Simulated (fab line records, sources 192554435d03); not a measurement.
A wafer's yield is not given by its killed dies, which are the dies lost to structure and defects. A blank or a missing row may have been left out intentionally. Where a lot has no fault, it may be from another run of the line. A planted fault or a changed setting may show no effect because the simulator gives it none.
fab line records	flow n5-finfet
record: lots: 24	wafers: 72	last-day: 18
route steps=1938 shown BEOL_M0@735 BEOL_M1@767
lots that met no fault: from a run of the same line without faults
start-h: hours from the record's opening day to when the first of the lot's shown wafers began	wait-h: time in hours since the lot's previous step	" same as the row above	L1.1+2: a single row standing in for several wafers	- value missing, or start not given	* or withheld: withheld	< > ~ a bound
route shown NAME@n: a module of which the file shows steps, and the number in the route of the first	usual: mean and standard deviation over wafers with no fault	same: alike in all rows	chamber/n: place in a boat	sites: the reading at each site	_std_site: standard deviation of those values	_edge_site: outer sites' mean less inner sites'	radius-mm: for every site, how far away it sits from the centre of the wafer	mask NAME#n: copy n	behind: the tool/chamber that last shaped the wafer	hold: why the lot was held/for how many hours/how that ended	device: the transistor (n, p or np) that didn't switch	end of line: tests of these same wafers at the route's end	a step given without rows: its recipe and nothing more	killed: dies that structure and defects cost at the first sort, which is not the same as the wafer's yield	map: a wafer's dies, x killed, . not, _ none there
set.NAME: the setting as run; set.NAME@STEP: as run at that earlier step	model.NAME: the simulator's own value behind a step, which no gauge read
a sample of lots followed through the steps of the route, with each step as a table and each wafer as a row
services: the hour from which a tool's chamber was out of use, counted from the record's first day as start-h (under 0 if before that day), plus the number of hours and why
== steps ==
step: N5_BEOL_M0_ANNEAL_117
recipe: temp-c: 400	time-s: 60	ambient: vacuum
usual: heater-power-w: 838/87
lot.wafer	tool	chamber	start-h	wait-h	heater-power-w
L074.3	pvd-sputter-03	-	125.85	0.0	776
L074.5	"	-	"	"	871
L074.6	"	-	"	"	864
L075.2	pvd-sputter-02	-	128.09	0.0	850
L075.5	"	-	"	"	911
L075.6	"	-	"	"	950
L076.1	pvd-sputter-03	-	130.05	0.0	873
L076.4	"	-	"	"	779
L076.6	"	-	"	"	874
L077.2	pvd-sputter-01	-	138.73	0.0	770
L077.3	"	-	"	"	789
L077.4	"	-	"	"	598
L078.3	pvd-sputter-01	-	146.64	0.0	797
L078.4	"	-	"	"	818
L078.6	"	-	"	"	594
L079.1	pvd-sputter-03	-	148.38	0.0	771
L079.4	"	-	"	"	881
L079.6	"	-	"	"	863
L080.1	pvd-sputter-02	-	154.58	0.0	907
L080.2	"	-	"	"	844
L080.3	"	-	"	"	916
L081.2	pvd-sputter-03	-	160.26	0.0	873
L081.4	"	-	"	"	744
L081.6	"	-	"	"	755
L082.2	pvd-sputter-01	-	170.27	0.0	604
L082.3	"	-	"	"	822
L082.6	"	-	"	"	587
L083.1	pvd-sputter-01	-	175.71	0.0	771
L083.3	"	-	"	"	593
L083.6	"	-	"	"	577
L084.1	pvd-sputter-02	-	176.65	0.0	846
L084.2	"	-	"	"	827
L084.5	"	-	"	"	856
L085.4	pvd-sputter-02	-	193.31	0.0	937
L085.5	"	-	"	"	824
L085.6	"	-	"	"	856
L086.2	pvd-sputter-02	-	194.05	0.0	852
L086.4	"	-	"	"	811
L086.6	"	-	"	"	821
L087.1	pvd-sputter-01	-	200.08	0.0	836
L087.2	"	-	"	"	790
L087.3	"	-	"	"	597
L088.1	pvd-sputter-02	-	201.02	0.0	954
L088.2	"	-	"	"	955
L088.3	"	-	"	"	864
L089.1	pvd-sputter-02	-	207.82	0.0	884
L089.3	"	-	"	"	945
L089.4	"	-	"	"	924
L090.2	pvd-sputter-02	-	215.05	0.0	837
L090.3	"	-	"	"	930
L090.5	"	-	"	"	851
L091.3	pvd-sputter-01	-	216.84	0.0	782
L091.4	"	-	"	"	587
L091.6	"	-	"	"	836
L093.1	pvd-sputter-02	-	235.58	0.0	800
L093.4	"	-	"	"	919
L093.6	"	-	"	"	944
L092.2	pvd-sputter-03	-	235.75	0.0	864
L092.4	"	-	"	"	763
L092.6	"	-	"	"	878
L094.1	pvd-sputter-03	-	239.26	0.0	863
L094.2	"	-	"	"	865
L094.3	"	-	"	"	753
L095.3	pvd-sputter-02	-	251.42	0.0	843
L095.5	"	-	"	"	930
L095.6	"	-	"	"	851
L096.2	pvd-sputter-03	-	259.98	0.0	873
L096.3	"	-	"	"	878
L096.5	"	-	"	"	874
L097.2	pvd-sputter-02	-	265.76	0.0	944
L097.4	"	-	"	"	836
L097.5	"	-	"	"	807
step: N5_BEOL_M0_ANNEAL_133
recipe: temp-c: 400	time-s: 60	ambient: vacuum
usual: heater-power-w: 837/87
lot.wafer	tool	chamber	start-h	wait-h	heater-power-w
L074.3	pvd-sputter-03	-	125.97	0.0	774
L074.5	"	-	"	"	873
L074.6	"	-	"	"	848
L075.2	pvd-sputter-02	-	128.21	0.0	874
L075.5	"	-	"	"	890
L075.6	"	-	"	"	957
L076.1	pvd-sputter-03	-	130.17	0.0	867
L076.4	"	-	"	"	770
L076.6	"	-	"	"	870
L077.2	pvd-sputter-01	-	138.85	0.0	769
L077.3	"	-	"	"	778
L077.4	"	-	"	"	584
L078.3	pvd-sputter-01	-	146.76	0.0	777
L078.4	"	-	"	"	822
L078.6	"	-	"	"	593
L079.1	pvd-sputter-03	-	148.50	0.0	746
L079.4	"	-	"	"	849
L079.6	"	-	"	"	837
L080.1	pvd-sputter-02	-	154.70	0.0	905
L080.2	"	-	"	"	840
L080.3	"	-	"	"	935
L081.2	pvd-sputter-03	-	160.38	0.0	849
L081.4	"	-	"	"	762
L081.6	"	-	"	"	781
L082.2	pvd-sputter-01	-	170.39	0.0	594
L082.3	"	-	"	"	816
L082.6	"	-	"	"	586
L083.1	pvd-sputter-01	-	175.83	0.0	786
L083.3	"	-	"	"	597
L083.6	"	-	"	"	606
L084.1	pvd-sputter-02	-	176.77	0.0	862
L084.2	"	-	"	"	820
L084.5	"	-	"	"	833
L085.4	pvd-sputter-02	-	193.43	0.0	938
L085.5	"	-	"	"	827
L085.6	"	-	"	"	871
L086.2	pvd-sputter-02	-	194.17	0.0	864
L086.4	"	-	"	"	828
L086.6	"	-	"	"	840
L087.1	pvd-sputter-01	-	200.20	0.0	794
L087.2	"	-	"	"	774
L087.3	"	-	"	"	588
L088.1	pvd-sputter-02	-	201.14	0.0	954
L088.2	"	-	"	"	924
L088.3	"	-	"	"	852
L089.1	pvd-sputter-02	-	207.94	0.0	840
L089.3	"	-	"	"	934
L089.4	"	-	"	"	920
L090.2	pvd-sputter-02	-	215.17	0.0	829
L090.3	"	-	"	"	922
L090.5	"	-	"	"	871
L091.3	pvd-sputter-01	-	216.96	0.0	777
L091.4	"	-	"	"	610
L091.6	"	-	"	"	817
L093.1	pvd-sputter-02	-	235.70	0.0	831
L093.4	"	-	"	"	947
L093.6	"	-	"	"	921
L092.2	pvd-sputter-03	-	235.87	0.0	890
L092.4	"	-	"	"	759
L092.6	"	-	"	"	849
L094.1	pvd-sputter-03	-	239.38	0.0	886
L094.2	"	-	"	"	873
L094.3	"	-	"	"	740
L095.3	pvd-sputter-02	-	251.54	0.0	857
L095.5	"	-	"	"	950
L095.6	"	-	"	"	874
L096.2	pvd-sputter-03	-	260.10	0.0	857
L096.3	"	-	"	"	897
L096.5	"	-	"	"	863
L097.2	pvd-sputter-02	-	265.88	0.0	935
L097.4	"	-	"	"	825
L097.5	"	-	"	"	833
step: N5_BEOL_M0_ANNEAL_119
recipe: temp-c: 225	time-s: 90	ambient: N2
usual: wafer_temp_C_max: 226.03/0.25
lot.wafer	tool	chamber	start-h	wait-h	wafer_temp_C_max
L074.3	rtp-anneal-02	0	126.43	0.2	225.97
L074.5	"	0	"	"	226.20
L074.6	"	0	"	"	225.80
L075.2	rtp-anneal-01	0	129.02	0.5	226.56
L075.5	"	0	"	"	226.14
L075.6	"	0	"	"	225.91
L076.1	rtp-anneal-01	0	130.53	0.1	226.12
L076.4	"	0	"	"	225.77
L076.6	"	0	"	"	225.67
L077.2	rtp-anneal-01	0	139.26	0.1	225.75
L077.3	"	0	"	"	225.81
L077.4	"	0	"	"	225.68
L078.3	rtp-anneal-02	0	147.21	0.1	226.18
L078.4	"	0	"	"	226.18
L078.6	"	0	"	"	225.97
L079.1	rtp-anneal-01	0	148.85	0.1	226.08
L079.4	"	0	"	"	226.08
L079.6	"	0	"	"	226.16
L080.1	rtp-anneal-02	0	155.65	0.7	226.24
L080.2	"	0	"	"	226.32
L080.3	"	0	"	"	226.20
L081.2	rtp-anneal-02	0	160.78	0.1	225.50
L081.4	"	0	"	"	226.36
L081.6	"	0	"	"	225.82
L082.2	rtp-anneal-01	0	170.85	0.2	225.66
L082.3	"	0	"	"	226.02
L082.6	"	0	"	"	225.90
L083.1	rtp-anneal-02	0	176.19	0.1	226.60
L083.3	"	0	"	"	226.05
L083.6	"	0	"	"	226.55
L084.1	rtp-anneal-02	0	177.25	0.2	226.55
L084.2	"	0	"	"	226.02
L084.5	"	0	"	"	226.27
L085.4	rtp-anneal-02	0	194.43	0.7	226.16
L085.5	"	0	"	"	226.07
L085.6	"	0	"	"	225.99
L086.2	rtp-anneal-01	0	194.57	0.1	225.83
L086.4	"	0	"	"	226.02
L086.6	"	0	"	"	226.21
L087.1	rtp-anneal-01	0	200.57	0.1	226.19
L087.2	"	0	"	"	226.02
L087.3	"	0	"	"	226.18
L088.1	rtp-anneal-01	0	201.50	0.1	225.94
L088.2	"	0	"	"	226.04
L088.3	"	0	"	"	225.62
L089.1	rtp-anneal-01	0	209.19	1.0	225.92
L089.3	"	0	"	"	225.76
L089.4	"	0	"	"	225.80
L090.2	rtp-anneal-01	0	215.57	0.1	225.99
L090.3	"	0	"	"	226.11
L090.5	"	0	"	"	225.73
L091.3	rtp-anneal-01	0	217.44	0.2	226.04
L091.4	"	0	"	"	226.07
L091.6	"	0	"	"	226.17
L093.1	rtp-anneal-01	0	236.43	0.4	225.74
L093.4	"	0	"	"	225.81
L093.6	"	0	"	"	225.99
L092.2	rtp-anneal-01	0	236.92	0.8	226.07
L092.4	"	0	"	"	226.14
L092.6	"	0	"	"	225.71
L094.1	rtp-anneal-02	0	239.92	0.2	225.90
L094.2	"	0	"	"	226.34
L094.3	"	0	"	"	226.23
L095.3	rtp-anneal-01	0	252.38	0.5	225.94
L095.5	"	0	"	"	226.01
L095.6	"	0	"	"	226.20
L096.2	rtp-anneal-02	0	260.51	0.1	226.21
L096.3	"	0	"	"	226.04
L096.5	"	0	"	"	226.36
L097.2	rtp-anneal-02	0	266.28	0.1	226.26
L097.4	"	0	"	"	225.77
L097.5	"	0	"	"	226.05
step: N5_BEOL_M0_CMP_120
recipe: stop-on: SiOC	t-overpolish-s: 6.9	down-force-psi: 1	platen-rpm: 50	clearing-platen-down-force-psi: 1.5	clearing-platen-rpm: 50	post-cmp-clean: cu-alkaline	clearing-platen-pad-velocity-m-s: 0.99484	pad-velocity-m-s: 0.99484
usual: barrier-field-endpoint-s: 3.62/0.15	motor-current-A: 6.2/0.56	overpolish-run-s: 6.900/0.0088	pad-life-wafers: 1405/480	time-to-endpoint-s: 62/4.4
lot.wafer	tool	chamber	start-h	wait-h	barrier-field-endpoint-s	motor-current-A	overpolish-run-s	pad-life-wafers	time-to-endpoint-s
L074.3	cmp-03	2	126.72	0.2	3.57	7.0	6.894	1382	61
L074.5	"	0	"	"	3.58	6.2	6.901	-	65
L074.6	"	1	"	"	3.68	6.1	6.907	-	66
L075.2	cmp-01	1	129.35	0.3	3.58	5.3	6.884	1058	56
L075.6	"	3	"	"	3.70	6.5	6.895	-	61
L075.5	"	0	"	"	3.64	7.0	6.918	-	66
L076.1	cmp-03	1	130.86	0.3	3.68	6.7	6.896	1417	63
L076.4	"	2	"	"	3.58	7.3	6.915	1418	60
L076.6	"	1	"	"	3.66	6.7	6.901	-	62
L077.4	cmp-03	3	139.55	0.2	3.53	6.1	6.897	1489	65
L077.2	"	0	"	"	3.64	6.0	6.895	1490	58
L077.3	"	1	"	"	3.53	6.6	6.914	1491	62
L078.4	cmp-03	0	147.46	0.2	3.59	5.8	6.905	1555	60
L078.3	"	2	"	"	3.75	7.3	6.902	1557	59
L078.6	"	3	"	"	3.83	5.9	6.899	-	62
L079.4	cmp-04	0	149.15	0.1	3.85	6.5	6.900	822	69
L079.1	"	3	"	"	3.57	5.6	6.909	825	56
L079.6	"	0	"	"	3.71	6.3	6.893	-	68
L080.1	cmp-01	3	155.94	0.3	3.89	6.7	6.886	1248	67
L080.2	"	0	"	"	3.91	6.8	6.894	1249	69
L080.3	"	1	"	"	3.54	5.1	6.897	1250	60
L081.2	cmp-01	2	161.03	0.2	3.35	5.3	6.896	1284	57
L081.4	"	1	"	"	3.40	5.5	6.915	1287	57
L081.6	"	2	"	"	3.50	5.8	6.889	-	59
L082.2	cmp-01	1	171.14	0.2	3.55	5.4	6.907	1381	55
L082.3	"	3	"	"	3.76	6.5	6.896	1383	64
L082.6	"	0	"	"	3.66	7.0	6.891	-	62
L083.3	cmp-04	2	176.59	0.3	3.56	5.7	6.878	1050	61
L083.1	"	0	"	"	3.53	6.5	6.919	1052	65
L083.6	"	2	"	"	3.54	6.2	6.887	-	64
L084.2	cmp-03	0	177.58	0.2	3.77	6.2	6.897	1807	67
L084.1	"	2	"	"	3.78	7.5	6.887	1809	61
L084.5	"	3	"	"	3.74	6.1	6.900	-	63
L085.4	cmp-01	0	194.63	0.2	3.49	7.1	6.898	1579	71
L085.5	"	3	"	"	3.59	5.9	6.915	-	67
L085.6	"	0	"	"	3.62	6.8	6.910	-	70
L086.2	cmp-04	2	194.86	0.2	3.86	6.0	6.903	1195	61
L086.4	"	3	"	"	3.41	5.8	6.898	1196	53
L086.6	"	1	"	"	3.80	5.8	6.904	-	65
L087.2	cmp-01	3	200.99	0.3	3.62	6.6	6.883	1651	64
L087.1	"	0	"	"	3.71	7.0	6.904	1652	67
L087.3	"	1	"	"	3.52	5.6	6.882	1653	56
L088.1	cmp-03	1	201.79	0.3	3.58	6.7	6.891	1944	63
L088.3	"	3	"	"	3.61	6.1	6.896	1946	60
L088.2	"	0	"	"	3.61	6.2	6.896	1947	62
L089.4	cmp-04	1	209.50	0.1	3.92	5.7	6.892	1308	67
L089.1	"	3	"	"	3.40	5.9	6.905	1310	55
L089.3	"	0	"	"	3.80	6.3	6.898	1311	68
L090.2	cmp-03	3	215.82	0.2	3.55	6.0	6.899	12	58
L090.3	"	1	"	"	3.71	6.6	6.899	14	67
L090.5	"	3	"	"	3.57	6.0	6.909	-	64
L091.4	cmp-01	3	217.74	0.2	3.35	6.3	6.896	1784	64
L091.3	"	0	"	"	3.70	6.8	6.896	1785	69
L091.6	"	2	"	"	3.62	5.6	6.903	-	60
L093.4	cmp-01	1	236.76	0.2	3.61	5.6	6.922	1945	55
L093.1	"	3	"	"	3.60	6.6	6.909	1947	63
L093.6	"	1	"	"	3.54	5.3	6.901	-	58
L092.4	cmp-04	0	237.17	0.1	3.58	6.5	6.904	1554	61
L092.2	"	2	"	"	3.51	5.5	6.901	1556	57
L092.6	"	1	"	"	3.65	6.1	6.896	-	59
L094.3	cmp-04	3	240.22	0.2	3.29	5.7	6.907	1578	50
L094.2	"	1	"	"	3.57	5.8	6.892	1580	60
L094.1	"	2	"	"	3.33	5.9	6.883	1581	59
L095.3	cmp-01	0	252.82	0.3	3.83	6.6	6.905	2071	70
L095.6	"	3	"	"	3.76	6.4	6.908	-	65
L095.5	"	0	"	"	3.81	7.0	6.896	-	66
L096.3	cmp-01	1	260.76	0.2	3.65	5.3	6.904	2130	56
L096.2	"	0	"	"	3.89	6.8	6.897	2133	70
L096.5	"	1	"	"	3.72	5.3	6.900	-	59
L097.2	cmp-03	2	266.57	0.2	3.59	7.6	6.902	457	61
L097.4	"	0	"	"	3.58	5.8	6.907	459	61
L097.5	"	2	"	"	3.41	7.1	6.898	-	57
step: N5_BEOL_M1_DESCUM_16
recipe: chemistry: O2	time-s: 7	source-power-w: 50	bias-power-w: 20	pressure-mtorr: 20	rf-frequency-hz: 2.712e+07	temp-c: 40	resist: CAR-EUV	o2-flow-sccm: 225
usual: drypump-motor-current-A: 5.9/0.44	o2-flow-sccm: 225.0/0.78	oes-product-au: 0.76/0.072	rf-vpp-V: 243.0/1.6	showerhead-plenum-p-Torr: 2.07/0.088	throttle-valve-pct: 20.5/0.35
lot.wafer	tool	chamber	start-h	wait-h	drypump-motor-current-A	o2-flow-sccm	oes-product-au	rf-hours-counter-h	rf-vpp-V	showerhead-plenum-p-Torr	throttle-valve-pct
L074.3	rie-diel-01	0	128.44	0.2	5.5	224.3	0.70	204	244.0	2.08	20.7
L074.5	"	1	"	"	5.5	225.2	0.70	-	242.9	2.12	20.6
L074.6	"	3	"	"	5.4	225.5	0.79	-	242.7	2.10	20.7
L075.2	rie-diel-03	0	131.32	0.1	5.7	224.6	0.77	138	245.3	2.19	20.8
L075.5	"	2	"	"	6.2	224.9	0.71	-	245.1	2.13	20.3
L075.6	"	1	"	"	6.8	226.3	0.69	-	242.7	2.00	20.8
L076.1	rie-diel-01	0	132.69	0.1	5.5	225.7	0.71	206	243.2	2.08	20.7
L076.4	"	1	"	"	5.5	224.5	0.70	-	246.0	2.12	20.6
L076.6	"	0	"	"	5.5	225.1	0.70	-	242.9	2.08	20.7
L077.2	rie-diel-06	0	142.39	0.6	6.6	224.0	0.75	173	240.7	2.00	20.2
L077.3	"	2	"	"	5.6	225.4	0.71	234	242.3	2.06	20.9
L077.4	"	3	"	"	5.8	224.1	0.80	115	240.8	1.93	20.0
L078.3	rie-diel-03	0	149.67	0.0	5.8	225.4	0.77	144	244.1	2.19	20.9
L078.4	"	2	"	"	6.2	224.2	0.70	188	242.7	2.13	20.3
L078.6	"	0	"	"	5.8	224.3	0.77	-	244.4	2.19	20.8
L079.1	rie-diel-03	3	150.45	0.0	5.8	224.6	0.80	100	241.5	2.00	19.9
L079.4	"	2	"	"	6.2	224.7	0.71	188	244.0	2.13	20.3
L079.6	"	0	"	"	5.7	225.6	0.77	-	244.6	2.19	20.8
L080.1	rie-diel-06	2	158.13	0.2	5.7	224.3	0.70	238	243.6	2.05	20.9
L080.2	"	3	"	"	5.9	223.8	0.79	119	240.1	1.92	20.0
L080.3	"	0	"	"	6.5	225.7	0.75	177	240.8	2.00	20.2
L081.2	rie-diel-01	0	163.64	0.0	5.5	224.5	0.70	216	243.8	2.07	20.7
L081.4	"	3	"	"	5.4	224.7	0.79	133	242.9	2.09	20.7
L081.6	"	3	"	"	5.4	226.0	0.78	-	243.9	2.09	20.7
L082.2	rie-diel-06	3	174.24	0.0	5.9	225.1	0.79	124	240.5	1.92	20.0
L082.3	"	2	"	"	5.7	225.0	0.70	243	241.9	2.05	20.9
L082.6	"	3	"	"	5.9	225.3	0.78	-	241.3	1.92	20.0
L083.1	rie-diel-06	0	179.63	0.0	6.5	225.3	0.74	183	243.2	2.00	20.2
L083.3	"	1	"	"	6.5	225.2	0.89	33	244.6	2.20	20.2
L083.6	"	2	"	"	5.6	224.4	0.71	-	241.3	2.05	21.0
L084.1	rie-diel-01	2	179.77	0.0	5.4	224.2	0.73	184	243.1	2.20	20.7
L084.2	"	0	"	"	5.5	225.8	0.71	221	243.6	2.07	20.7
L084.5	"	2	"	"	5.4	225.1	0.73	-	243.7	2.20	20.7
L085.4	rie-diel-06	2	196.22	0.4	5.6	224.2	0.69	249	242.8	2.05	21.0
L085.5	"	1	"	"	6.5	226.2	0.88	-	244.5	2.19	20.2
L085.6	"	0	"	"	6.5	225.9	0.74	-	241.8	2.00	20.2
L086.2	rie-diel-06	1	198.05	0.0	6.5	223.3	0.88	39	244.0	2.19	20.2
L086.4	"	0	"	"	6.5	225.4	0.75	189	240.9	2.00	20.2
L086.6	"	3	"	"	5.9	224.1	0.77	-	241.6	1.92	20.0
L087.1	rie-diel-06	3	203.75	0.3	5.8	225.8	0.77	132	239.7	1.92	20.0
L087.2	"	0	"	"	6.5	224.8	0.75	190	241.3	2.00	20.2
L087.3	"	1	"	"	6.5	225.5	0.87	40	246.6	2.19	20.2
L088.1	rie-diel-03	0	204.10	0.2	5.8	224.8	0.75	164	244.0	2.18	20.9
L088.2	"	3	"	"	5.8	225.8	0.78	120	242.0	1.99	19.9
L088.3	"	2	"	"	6.2	223.4	0.69	210	244.1	2.12	20.3
L089.1	rie-diel-06	0	211.77	0.0	6.5	225.7	0.75	193	242.8	1.99	20.2
L089.3	"	3	"	"	5.8	226.0	0.77	135	239.9	1.92	20.0
L089.4	"	3	"	"	5.9	226.0	0.77	-	241.1	1.92	20.0
L090.2	rie-diel-01	1	217.75	0.0	5.5	224.6	0.94	9	245.3	2.11	20.2
L090.3	"	2	"	"	5.4	224.0	0.71	197	243.9	2.19	20.7
L090.5	"	1	"	"	5.5	224.7	0.93	-	243.4	2.11	20.2
L091.3	rie-diel-01	2	219.54	0.0	5.4	223.7	0.71	198	244.2	2.19	20.7
L091.4	"	1	"	"	5.5	225.0	0.93	-	244.2	2.11	20.3
L091.6	"	0	"	"	5.5	225.6	0.68	-	242.0	2.07	20.8
L093.1	rie-diel-01	1	239.08	0.0	5.5	225.5	0.92	15	243.1	2.11	20.2
L093.4	"	2	"	"	5.4	225.7	0.71	204	242.8	2.19	20.7
L093.6	"	2	"	"	5.4	225.3	0.71	-	243.8	2.19	20.7
L092.2	rie-diel-01	1	239.31	0.1	5.5	224.5	0.92	15	243.6	2.11	20.3
L092.4	"	3	"	"	5.4	225.1	0.76	153	242.3	2.09	20.8
L092.6	"	1	"	"	5.5	224.7	0.92	-	243.5	2.11	20.2
L094.1	rie-diel-06	2	241.84	0.0	5.6	224.9	0.98	5	241.6	2.05	20.6
L094.2	"	1	"	"	6.5	225.6	0.86	52	244.6	2.19	20.2
L094.3	"	0	"	"	6.5	225.0	0.73	203	241.3	1.99	20.2
L095.3	rie-diel-03	2	256.99	0.0	6.2	224.6	0.68	226	243.6	2.12	20.4
L095.5	"	0	"	"	5.7	225.9	0.74	-	243.8	2.17	20.9
L095.6	"	3	"	"	5.8	226.1	0.76	-	240.8	1.98	19.9
L096.2	rie-diel-03	0	262.91	0.2	5.7	223.2	0.74	181	243.7	2.17	20.9
L096.3	"	2	"	"	6.2	225.6	0.68	228	244.6	2.12	20.4
L096.5	"	3	"	"	5.8	225.5	0.77	-	242.6	1.98	19.9
L097.2	rie-diel-01	3	269.97	0.0	5.4	225.2	0.75	163	243.2	2.08	20.8
L097.4	"	1	"	"	5.5	223.9	0.90	-	241.6	2.11	20.3
L097.5	"	3	"	"	5.4	224.5	0.75	-	245.6	2.08	20.8
step: N5_BEOL_M1_ANNEAL_89
recipe: temp-c: 400	time-s: 240	ambient: vacuum
usual: heater-power-w: 817/96
lot.wafer	tool	chamber	start-h	wait-h	heater-power-w
L074.3	pvd-sputter-01	-	134.31	0.0	793
L074.5	"	-	"	"	784
L074.6	"	-	"	"	792
L075.2	pvd-sputter-03	-	136.57	0.0	853
L075.5	"	-	"	"	856
L075.6	"	-	"	"	770
L076.1	pvd-sputter-01	-	136.71	0.0	782
L076.4	"	-	"	"	768
L076.6	"	-	"	"	812
L077.2	pvd-sputter-02	-	148.70	0.0	812
L077.3	"	-	"	"	939
L077.4	"	-	"	"	849
L078.3	pvd-sputter-01	-	155.96	0.0	793
L078.4	"	-	"	"	784
L078.6	"	-	"	"	805
L079.1	pvd-sputter-03	-	156.50	0.0	866
L079.4	"	-	"	"	772
L079.6	"	-	"	"	892
L080.1	pvd-sputter-03	-	162.31	0.0	864
L080.2	"	-	"	"	864
L080.3	"	-	"	"	746
L081.2	pvd-sputter-02	-	170.19	0.0	941
L081.4	"	-	"	"	917
L081.6	"	-	"	"	826
L082.2	pvd-sputter-02	-	178.21	0.0	921
L082.3	"	-	"	"	875
L082.6	"	-	"	"	858
L083.1	pvd-sputter-02	-	184.29	0.0	827
L083.3	"	-	"	"	974
L083.6	"	-	"	"	921
L084.1	pvd-sputter-01	-	185.56	0.0	802
L084.2	"	-	"	"	778
L084.5	"	-	"	"	596
L085.4	pvd-sputter-01	-	202.11	0.0	768
L085.5	"	-	"	"	761
L085.6	"	-	"	"	778
L086.2	pvd-sputter-02	-	202.74	0.0	899
L086.4	"	-	"	"	937
L086.6	"	-	"	"	945
L087.1	pvd-sputter-01	-	208.59	0.0	772
L087.2	"	-	"	"	808
L087.3	"	-	"	"	762
L088.1	pvd-sputter-01	-	210.59	0.0	596
L088.2	"	-	"	"	763
L088.3	"	-	"	"	814
L089.1	pvd-sputter-01	-	218.62	0.0	585
L089.3	"	-	"	"	771
L089.4	"	-	"	"	785
L090.2	pvd-sputter-03	-	225.77	0.0	866
L090.3	"	-	"	"	760
L090.5	"	-	"	"	885
L091.3	pvd-sputter-02	-	226.03	0.0	857
L091.4	"	-	"	"	948
L091.6	"	-	"	"	936
L093.1	pvd-sputter-03	-	242.83	0.0	858
L093.4	"	-	"	"	868
L093.6	"	-	"	"	866
L092.2	pvd-sputter-02	-	254.82	0.0	923
L092.4	"	-	"	"	824
L092.6	"	-	"	"	966
L094.1	pvd-sputter-02	-	264.80	0.0	947
L094.2	"	-	"	"	934
L094.3	"	-	"	"	880
L095.3	pvd-sputter-01	-	265.03	0.0	784
L095.5	"	-	"	"	603
L095.6	"	-	"	"	810
L096.2	pvd-sputter-01	-	268.35	0.0	756
L096.3	"	-	"	"	778
L096.5	"	-	"	"	761
L097.2	pvd-sputter-02	-	274.66	0.0	824
L097.4	"	-	"	"	949
L097.5	"	-	"	"	818
== services ==
tool	chamber	start-h	hours	kind
rie-diel-01	0	116.14	1.5	repair
cmp-03	-	120.98	2.5	repair
rie-diel-01	2	127.11	6.6	repair
rie-diel-03	2	140.26	5.8	repair
cmp-01	-	146.36	3.7	repair
rie-diel-06	1	154.34	5.2	repair
rie-diel-01	1	176.55	-	clean
rie-diel-01	1	176.55	-	consumable-replace:focus-ring
rie-diel-01	1	176.55	15.4	scheduled-down
cmp-01	-	183.00	2.6	repair
cmp-04	-	189.72	1.3	repair
cmp-03	-	192.55	7.1	pm
rie-diel-06	-	199.41	3.9	repair
cmp-04	-	206.44	1.8	repair
rie-diel-01	3	207.40	19.4	repair
cmp-03	-	209.25	4.0	pm
cmp-03	-	230.23	0.5	repair
cmp-04	-	243.09	7.8	pm
cmp-01	-	249.27	0.4	repair
cmp-04	-	254.72	11.9	pm
cmp-01	-	267.77	4.0	pm
cmp-01	-	271.77	-	consumable-replace:conditioner
cmp-01	-	271.77	-	consumable-replace:pad
cmp-03	-	273.50	26.7	repair
== key ==
fault none
